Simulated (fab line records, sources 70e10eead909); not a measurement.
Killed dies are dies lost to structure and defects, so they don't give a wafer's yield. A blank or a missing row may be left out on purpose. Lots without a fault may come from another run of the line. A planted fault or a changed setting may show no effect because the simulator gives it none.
fab line records | flow nand_harc
record lots=6 wafers=18 last_day=24
route steps=1159 shown P_GATE@143 END@1159
lots that met no fault: from a run of the same line without faults
start_h: hours from the record's first day to the start of the lot's first wafer shown | wait_h: hours since the lot's step before | " the same as in the row above | L1.1+2: a row that stands for several wafers | - no value, or no start given | * or withheld: withheld | < > ~ a bound
route shown NAME@n: a module of which the file shows steps, and the number in the route of the first | usual: mean/standard deviation of fault-free wafers | same: alike in all rows | chamber/n: place in a boat | sites: the reading at each site | _std_site: their standard deviation | _edge_site: outer sites' mean less inner sites' | radius_mm: how far each site lies from the wafer's centre | mask NAME#n: copy n | behind: the tool/chamber that last shaped the wafer | hold: why the lot was held/for how many hours/how that ended | device: the transistor (n, p or np) that didn't switch | end of line: the same wafers' tests at the end of the route | a step without rows: its recipe alone | killed: dies lost to structure and defects at the first sort, not the wafer's yield | map: a wafer's dies, x killed, . not, _ none there
set.NAME: the setting as run; set.NAME@STEP: as run at that earlier step | model.NAME: the simulator's own value behind a step, which no gauge read
lots at some steps of the route; a table a step, a row a wafer
services: from which hour (start_h, from the record's first day; less than 0 if before it) a tool's chamber was out of use, for how many hours, and why
## steps
# step NHARC_P_GATE_INSPECT_28
# usual raw_defect_count=6/3.1
# columns lot.wafer tool chamber start_h wait_h raw_defect_count
L211.3 defect_inspect-02 - 89.54 0.0 3
L211.5 " - " " 4
L211.6 " - " " 7
L215.1 defect_inspect-01 - 107.59 0.0 8
L215.3 " - " " 2
L215.5 " - " " 10
L224.1 defect_inspect-01 - 165.43 0.0 4
L224.3 " - " " 7
L224.4 " - " " 2
L226.2 defect_inspect-01 - 185.14 0.0 7
L226.3 " - " " 3
L226.6 " - " " 4
L229.1 defect_inspect-02 - 197.62 0.0 7
L229.2 " - " " 3
L229.5 " - " " 5
L233.1 defect_inspect-02 - 219.77 0.0 6
L233.2 " - " " 13
L233.6 " - " " 4
# step NHARC_P_GATE_DESCUM_31
# recipe time_s=3 o2_flow_sccm=200 ar_flow_sccm=0 bias_power_w=0 chemistry=O2
# usual drypump_motor_current_A=5.6/0.43 oes_product_au=1.003/0.0076 rf_vpp_V=57.9/0.87 showerhead_plenum_p_Torr=1.94/0.079 throttle_valve_pct=11.313/0.0086
# columns lot.wafer tool chamber start_h wait_h drypump_motor_current_A oes_product_au rf_hours_counter_h rf_vpp_V showerhead_plenum_p_Torr throttle_valve_pct
L211.3 rie_diel-06 0 89.63 0.1 5.6 0.995 8 58.1 1.80 11.315
L211.5 " 1 " " 6.0 0.997 - 58.2 1.88 11.312
L211.6 " 2 " " 5.0 1.003 - 59.5 1.98 11.305
L215.3 rie_diel-06 2 107.66 0.1 5.0 1.013 15 57.5 1.98 11.303
L215.1 " 0 " " 5.6 0.991 14 56.2 1.80 11.314
L215.5 " 1 " " 6.0 0.988 - 57.8 1.87 11.309
L224.1 rie_diel-11 2 165.50 0.1 5.4 1.001 28 57.2 2.00 11.341
L224.3 " 3 " " 5.6 1.009 28 58.5 2.05 11.305
L224.4 " 0 " " 5.1 1.017 23 56.9 1.81 11.314
L226.3 rie_diel-11 0 185.20 0.1 5.1 1.009 26 57.6 1.81 11.317
L226.2 " 1 " " 5.7 1.004 29 57.0 2.00 11.316
L226.6 " 0 " " 5.1 1.017 - 56.6 1.81 11.320
L229.2 rie_diel-09 0 197.69 0.1 4.8 1.004 39 58.4 1.91 11.320
L229.1 " 1 " " 5.7 1.005 39 56.9 1.96 11.313
L229.5 " 3 " " 6.4 0.999 - 59.6 1.96 11.322
L233.2 rie_diel-11 2 219.83 0.1 5.4 1.007 3 56.9 2.00 11.303
L233.1 " 0 " " 5.1 1.002 2 57.1 1.81 11.308
L233.6 " 2 " " 5.4 0.999 - 59.4 2.00 11.319
# step NHARC_P_GATE_ETCH_104
# recipe target_depth_a=600 time_s=withheld cf4_flow_sccm=100 chf3_flow_sccm=30 ar_flow_sccm=0 rf_w=500 bias_w=200 chemistry=CF4/CHF3
# usual drypump_motor_current_A=5.6/0.41 oes_product_au=0.949/0.02 rf_vpp_V=371.6/2.1 showerhead_plenum_p_Torr=1.60/0.059 throttle_valve_pct=16.801/0.0097
# columns lot.wafer tool chamber start_h wait_h drypump_motor_current_A oes_product_au rf_vpp_V showerhead_plenum_p_Torr throttle_valve_pct
L211.3 rie_diel-06 1 89.74 0.1 6.0 0.939 369.6 1.55 16.779
L211.6 " 1 " " 6.0 0.934 369.0 1.55 16.814
L211.5 " 2 " " 5.0 0.948 373.6 1.63 16.789
L215.3 rie_diel-06 3 107.75 0.1 6.0 0.962 371.1 1.61 16.809
L215.1 " 1 " " 6.1 0.929 369.4 1.54 16.786
L215.5 " 3 " " 6.1 0.960 372.7 1.61 16.795
L224.1 rie_diel-11 3 165.58 0.1 5.5 0.914 374.1 1.68 16.787
L224.4 " 0 " " 5.1 0.937 368.1 1.49 16.797
L224.3 " 1 " " 5.7 0.931 372.5 1.64 16.805
L226.2 rie_diel-11 0 185.29 0.1 5.1 0.945 365.6 1.49 16.808
L226.3 " 1 " " 5.7 0.947 372.4 1.64 16.789
L226.6 " 2 " " 5.4 0.965 371.7 1.64 16.803
L229.2 rie_diel-09 0 197.81 0.1 4.8 0.955 370.6 1.57 16.813
L229.1 " 3 " " 6.3 0.933 371.7 1.61 16.800
L229.5 " 0 " " 4.8 0.944 371.7 1.57 16.786
L233.1 rie_diel-11 3 219.92 0.1 5.6 0.973 375.6 1.68 16.798
L233.2 " 1 " " 5.7 0.990 371.9 1.64 16.790
L233.6 " 3 " " 5.6 0.973 373.0 1.68 16.800
# step NHARC_P_GATE_HM_OPEN_105
# recipe target_depth_a=3600 o2_flow_sccm=400 cos_flow_sccm=20 ar_flow_sccm=0 rf_w=500 bias_w=300 chemistry=O2/COS
# usual cos_flow_sccm=20.00/0.063 drypump_motor_current_A=5.6/0.43 oes_product_au=1.003/0.0072 rf_vpp_V=468.1/2.7 showerhead_plenum_p_Torr=3.17/0.12 throttle_valve_pct=28.330/0.0084
# columns lot.wafer tool chamber start_h wait_h cos_flow_sccm drypump_motor_current_A oes_product_au rf_hours_counter_h rf_vpp_V showerhead_plenum_p_Torr throttle_valve_pct
L211.3 rie_diel-06 1 - - 20.05 6.1 0.996 8 466.0 3.07 28.317
L211.5 " 0 " " 19.98 5.7 0.996 - 463.5 2.95 28.340
L211.6 " 1 " " 19.99 6.0 0.997 - 465.7 3.07 28.334
L215.1 rie_diel-06 1 - - 19.91 6.1 0.993 14 466.6 3.06 28.335
L215.3 " 3 " " 19.99 6.1 0.999 16 469.3 3.19 28.320
L215.5 " 1 " " 19.95 6.1 1.000 - 466.4 3.06 28.334
L224.3 rie_diel-11 0 - - 20.16 5.1 1.006 23 463.3 2.96 28.320
L224.4 " 1 " " 20.08 5.7 1.003 27 468.3 3.26 28.328
L224.1 " 2 " " 20.06 5.4 1.007 28 468.7 3.26 28.328
L226.2 rie_diel-11 0 - - 19.97 5.1 1.014 26 464.9 2.96 28.338
L226.3 " 2 " " 19.95 5.4 1.005 31 471.0 3.26 28.332
L226.6 " 0 " " 19.99 5.1 1.011 - 464.0 2.96 28.342
L229.1 rie_diel-09 0 - - 19.97 4.8 1.011 39 466.3 3.12 28.337
L229.2 " 2 " " 19.88 6.2 1.003 36 468.1 3.20 28.330
L229.5 " 0 " " 19.93 4.8 1.004 - 467.2 3.12 28.339
L233.1 rie_diel-11 1 - - 19.97 5.7 1.008 3 470.0 3.25 28.306
L233.2 " 3 " " 20.07 5.6 1.012 3 471.6 3.33 28.332
L233.6 " 1 " " 20.02 5.7 1.010 - 470.8 3.25 28.339
# step NHARC_P_GATE_STRIP_106
# recipe o2_flow_sccm=400 cos_flow_sccm=20 ar_flow_sccm=0 bias_w=0 chemistry=O2/COS
# step NHARC_P_GATE_ETCH_114
# recipe target_depth_a=300 overetch_a=30 time_s=16.5 ion_energy_ev=100 cf4_flow_sccm=80 o2_flow_sccm=20 ar_flow_sccm=0 rf_w=300 bias_w=100 chemistry=CF4/O2
# step NHARC_P_GATE_ETCH_32
# recipe target_depth_a=1500 over_etch_frac=1 over_etch_ion_energy_ev=40 time_s=100.1 hbr_flow_sccm=150 cl2_flow_sccm=50 rf_w=400 icp_w=400 bias_w=100 chemistry=HBr/Cl2
# step NHARC_P_GATE_STRIP_108
# recipe o2_flow_sccm=500 ar_flow_sccm=0 bias_w=0 chemistry=O2
# usual drypump_motor_current_A=5.6/0.42 oes_product_au=1.004/0.0072 rf_vpp_V=57.8/0.86 showerhead_plenum_p_Torr=3.60/0.13 throttle_valve_pct=17.036/0.01
# columns lot.wafer tool chamber start_h wait_h drypump_motor_current_A oes_product_au rf_hours_counter_h rf_vpp_V showerhead_plenum_p_Torr throttle_valve_pct
L211.3 rie_diel-06 0 90.57 - 5.6 1.002 8 56.3 3.34 17.026
L211.6 " 2 " " 5.0 1.011 - 57.9 3.65 17.021
L211.5 " 3 " " 6.1 1.012 - 56.7 3.61 17.045
L215.1 rie_diel-09 2 108.72 - 6.2 0.993 9 58.2 3.63 17.043
L215.3 " 0 " " 4.8 0.998 9 57.8 3.55 17.033
L215.5 " 1 " " 5.8 1.009 - 56.5 3.62 17.026
L224.3 rie_diel-09 3 166.11 - 6.3 1.001 26 58.0 3.61 17.030
L224.4 " 0 " " 4.8 0.993 28 59.0 3.54 17.034
L224.1 " 1 " " 5.8 1.006 29 60.1 3.61 17.046
L226.2 rie_diel-11 2 186.08 - 5.4 1.004 31 57.8 3.68 17.032
L226.3 " 3 " " 5.6 0.995 32 58.3 3.76 17.038
L226.6 " 2 " " 5.4 1.002 - 58.3 3.68 17.042
L229.1 rie_diel-09 3 198.40 - 6.3 0.992 36 59.0 3.60 17.043
L229.2 " 0 " " 4.8 1.001 39 57.1 3.53 17.042
L229.5 " 2 " " 6.2 0.999 - 58.0 3.62 17.027
L233.2 rie_diel-11 1 220.48 - 5.8 1.004 3 57.7 3.67 17.031
L233.1 " 2 " " 5.4 0.996 3 58.7 3.68 17.028
L233.6 " 3 " " 5.6 0.997 - 58.1 3.76 17.038
# step NHARC_P_GATE_CD_MEAS_33
# usual cd_nm=120.0/2.6
# columns lot.wafer tool chamber start_h wait_h cd_nm
L211.3 cd_sem-01 - 90.72 - 123.5
L211.5 " - " " 119.1
L211.6 " - " " 121.7
L215.1 cd_sem-03 - 108.88 - 124.6
L215.3 " - " " 119.9
L215.5 " - " " 121.8
L224.1 cd_sem-01 - 166.28 - 118.9
L224.3 " - " " 118.8
L224.4 " - " " 121.7
L226.2 cd_sem-02 - 186.25 - 115.1
L226.3 " - " " 121.9
L226.6 " - " " 112.5
L229.1 cd_sem-01 - 198.56 - 121.6
L229.2 " - " " 124.4
L229.5 " - " " 120.9
L233.1 cd_sem-01 - 220.62 - 123.7
L233.2 " - " " 116.7
L233.6 " - " " 119.1
# step NHARC_P_GATE_STRIP_35
# recipe time_s=600 temp_c=130 chemistry=SPM
# step NHARC_P_GATE_PRECLEAN_73
# recipe time_s=* temp_c=50 bath_age_min=0 chemistry=SC1
# step NHARC_P_GATE_SRD_74
# step NHARC_P_GATE_ALD_36
# recipe target_thk_a=200 pulse_time_s=60 ald_cycles=223 temp_c=400 material=SiNx
# usual ald_cycles=223/0 heater_power_w=815/72 precursor_pulse_height_rel=1.003/0.022
# columns lot.wafer tool chamber start_h wait_h ald_cycles heater_power_w precursor_pulse_height_rel
L211.3 ald_sin-02 1 92.26 - 223 863 0.990
L211.6 " 0 95.49 - 223 871 1.019
L211.5 " 1 96.56 - 223 822 1.016
L215.1 ald_sin-01 0 109.34 - 223 753 0.996
L215.3 " 2 110.75 - 223 720 0.956
L215.5 " 3 116.41 - 223 807 0.965
L224.4 ald_sin-01 2 167.79 - 208 716 1.028
L224.1 " 3 168.85 - 208 838 1.033
L224.3 " 0 169.90 - 208 769 1.014
L226.2 ald_sin-01 2 186.71 - 208 719 0.993
L226.3 " 0 188.74 - 208 772 0.981
L226.6 " 3 191.78 - 208 827 0.973
L229.2 ald_sin-03 0 199.02 - 223 871 1.006
L229.1 " 2 201.12 - 223 799 0.988
L229.5 " 0 203.21 - 223 858 0.993
L233.1 ald_sin-03 3 223.17 - 223 759 1.020
L233.2 " 0 224.22 - 223 865 1.024
L233.6 " 2 226.31 - 223 785 1.007
# step NHARC_P_GATE_ETCHBACK_37
# recipe target_depth_a=345 time_s=17.2 chf3_flow_sccm=50 o2_flow_sccm=10 ar_flow_sccm=200 rf_w=500 bias_w=200 chemistry=CHF3/O2
# usual drypump_motor_current_A=5.6/0.4 oes_product_au=0.95/0.035 rf_vpp_V=371.0/2.4 showerhead_plenum_p_Torr=2.42/0.1 throttle_valve_pct=20.572/0.0082
# columns lot.wafer tool chamber start_h wait_h drypump_motor_current_A oes_product_au rf_hours_counter_h rf_vpp_V showerhead_plenum_p_Torr throttle_valve_pct
L211.3 rie_diel-11 0 - - 5.1 1.01 11 369.8 2.28 20.574
L211.6 " 0 " " 5.1 1.00 - 367.4 2.28 20.568
L211.5 " 1 " " 5.7 1.00 - 371.7 2.51 20.573
L215.1 rie_diel-06 1 - - 6.0 0.92 17 369.1 2.35 20.565
L215.3 " 0 " " 5.6 0.92 17 365.1 2.26 20.573
L215.5 " 2 " " 5.0 0.94 - 371.7 2.48 20.575
L224.3 rie_diel-11 0 - - 5.1 0.93 24 367.2 2.28 20.554
L224.1 " 1 " " 5.7 0.93 28 373.7 2.51 20.578
L224.4 " 3 " " 5.6 0.92 30 373.5 2.56 20.590
L226.2 rie_diel-06 0 - - 5.6 0.93 46 368.5 2.25 20.568
L226.3 " 1 " " 6.1 0.93 48 368.2 2.34 20.570
L226.6 " 0 " " 5.6 0.94 - 366.8 2.25 20.578
L229.1 rie_diel-11 1 - - 5.7 1.01 1 372.6 2.50 20.570
L229.2 " 2 " " 5.4 1.00 2 373.4 2.51 20.568
L229.5 " 3 " " 5.6 1.02 - 373.1 2.56 20.574
L233.1 rie_diel-06 2 - - 5.0 1.00 58 372.8 2.46 20.570
L233.2 " 1 " " 6.0 1.00 59 370.5 2.34 20.565
L233.6 " 2 " " 5.0 1.00 - 370.0 2.46 20.566
# step NHARC_END_SORT_01
# recipe temp_c=25
# usual killed_at_array=26/11 killed_at_other=0.6/1 killed_at_periphery=3.1/2.1 killed_dies=30/11 killed_open=3.4/1.8 killed_short=2.1/1.5
# same gross_dies=677
# columns lot.wafer tool chamber start_h wait_h killed_at_array killed_at_other killed_at_periphery killed_dies killed_open killed_short
L215.1 prober-02 0 472.96 2.5 16 0 2 18 3 3
L215.3 prober-02 0 474.54 3.1 25 0 4 29 4 6
L215.5 prober-02 0 476.13 3.7 17 0 5 22 5 0
L224.1 prober-01 0 510.07 2.5 41 0 1 42 2 0
L224.3 prober-01 0 511.67 3.1 44 0 3 47 4 2
L224.4 prober-01 0 512.48 3.4 46 0 2 48 3 4
# killed by level:class
L215.1 A_CHANNEL_HOLE_D1:chamber_film_flake=8 A_ONON_D1:geometric_particle:open=1 A_ONON_D1:geometric_particle:short=1 A_STAIRCASE:geometric_particle:short=1 A_BLC:geometric_particle:open=1 A_M0:geometric_particle:short=1 A_M0:geometric_particle:open=1 P_GATE:chamber_film_flake=1
L215.3 A_CHANNEL_HOLE_D1:chamber_film_flake=15 P_GATE:geometric_particle:open=2 A_CHANNEL_FILL_D1:geometric_particle:short=2 A_WL_FILL:geometric_particle:short=2 A_CONTACT:chamber_film_flake=2 A_ONON_D1:geometric_particle:short=1 A_ONON_D1:geometric_particle:open=1 A_CHANNEL_HOLE_D1:geometric_particle:short=1
L215.5 A_CHANNEL_HOLE_D1:chamber_film_flake=10 A_CONTACT:chamber_film_flake=5 P_GATE:chamber_film_flake=2 P_STI:geometric_particle:open=1 P_GATE:geometric_particle:open=1 P_M1:geometric_particle:open=1 A_CHANNEL_FILL_D1:geometric_particle:open=1 A_M1:geometric_particle:open=1
L224.1 A_SLIT:chamber_film_flake=18 A_CHANNEL_HOLE_D1:chamber_film_flake=12 A_CHANNEL_FILL_D1:chamber_film_flake=4 A_M1:chamber_film_flake=2 P_STI:geometric_particle:open=1 A_CHANNEL_FILL_D1:geometric_particle:open=1 A_ZERO_WELL:chamber_film_flake=1 A_STAIRCASE:chamber_film_flake=1
L224.3 A_CHANNEL_HOLE_D1:chamber_film_flake=16 A_SLIT:chamber_film_flake=14 A_ZERO_WELL:chamber_film_flake=3 A_CHANNEL_FILL_D1:chamber_film_flake=2 A_STAIRCASE:chamber_film_flake=2 A_M1:chamber_film_flake=2 P_M0:geometric_particle:open=1 P_M0:geometric_particle:short=1
L224.4 A_CHANNEL_HOLE_D1:chamber_film_flake=15 A_SLIT:chamber_film_flake=15 A_WL_FILL:chamber_film_flake=3 P_M1:geometric_particle:short=2 A_ONON_D1:geometric_particle:open=2 A_ZERO_WELL:chamber_film_flake=2 A_CHANNEL_FILL_D1:chamber_film_flake=2 A_STAIRCASE:chamber_film_flake=2
## services
# columns tool chamber start_h hours kind
rie_diel-11 0 70.68 - clean
rie_diel-11 1 70.68 - clean
rie_diel-11 2 70.68 - clean
rie_diel-11 3 70.68 - clean
ald_sin-03 - 73.51 0.6 repair
rie_diel-09 - 77.11 9.0 pm
rie_diel-11 0 95.18 - clean
rie_diel-11 1 95.18 - clean
rie_diel-06 0 101.13 2.3 repair
ald_sin-02 2 104.03 5.1 repair
ald_sin-01 1 104.77 6.5 repair
rie_diel-09 - 106.78 0.4 repair
ald_sin-03 - 107.81 10.0 pm
ald_sin-02 3 134.34 9.2 repair
rie_diel-09 - 139.59 0.7 repair
ald_sin-03 1 157.27 11.9 repair
rie_diel-06 3 166.94 16.7 repair
ald_sin-02 1 168.78 6.9 repair
rie_diel-11 - 189.50 9.0 pm
ald_sin-02 - 191.89 1.4 repair
ald_sin-03 2 209.82 5.5 repair
rie_diel-11 - 210.24 0.9 repair
rie_diel-09 - 214.98 1.6 repair
ald_sin-03 1 215.10 3.9 repair
## key
first_sign step=NHARC_P_GATE_ALD_36 reading=ald_cycles direction=down sigmas=99+ usual=223 struck=208
effect none on later readings
met_at NHARC_P_GATE_ALD_36
struck_wafers L224.1,L224.3,L224.4,L226.2,L226.3,L226.6
tester_left_out L224,L226
onset_between 109.34 167.79
fault kind=process_parameter_drift tool=ald_sin-01 chamber=- onset_h=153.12 steps=NHARC_P_GATE_ALD_36 channel=ald_cycles offset=-15 shape=step end_h=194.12 stated=223
# tester_left_out: of these lots the tester's yield and bins aren't shown, on N5 and GAA mostly nor the transistor test; their killed dies are dies lost to structure and defects alone, not to doping, threshold or leakage, so they don't give the yield
